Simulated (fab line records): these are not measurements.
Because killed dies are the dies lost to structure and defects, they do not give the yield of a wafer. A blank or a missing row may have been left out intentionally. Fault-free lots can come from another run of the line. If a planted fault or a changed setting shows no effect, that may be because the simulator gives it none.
Chamber matching -- flow n5 finfet -- N5_BEOL_M0_PRE_CLEAN_131 on cvd co-02: 3 sister chambers
The step time 15 s. 6 wafers are shown with their chamber, then 12 later ones without.

WAFERS, EACH WITH ITS CHAMBER
wafer,chamber,heater power w (W)
L085.1,1,89
L085.4,1,93
L085.6,0,74
L087.3,2,84
L087.4,2,83
L087.5,0,72

WAFERS WHOSE CHAMBER IS MISSING
wafer,heater power w (W)
L089.1,86
L089.3,74
L089.5,74
L090.1,83
L090.2,90
L090.3,74
L090.4,86
L090.5,89
L090.6,75
L092.2,87
L092.4,86
L092.6,73

EACH ONE'S CHAMBER
wafer,from the rows above,in truth
L089.1,can't be placed: 2 or 1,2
L089.3,0,0
L089.5,0,0
L090.1,2,2
L090.2,1,1
L090.3,0,0
L090.4,can't be placed: 2 or 1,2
L090.5,can't be placed: 1 or 2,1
L090.6,0,0
L092.2,can't be placed: 2 or 1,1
L092.4,can't be placed: 2 or 1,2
L092.6,0,0
Placed correctly: 7 of 12. These rows do not allow placing 5 (true chamber among the candidates in 5). Number placed wrongly: 0.
How it was worked out, from the rows above alone: a wafer's distance from a chamber is the root of the sum, over the readings, of the square of ((its reading less the chamber's mean) divided by the reading's scatter). The wafer belongs to the nearest chamber; if the next one is less than 2 further off, it can't be placed. A chamber's mean is the mean of its shown wafers. How the scatter is found: for the shown wafers, subtract from each reading the mean of its chamber, square and add these, divide the total by (wafers less chambers), then take the root.
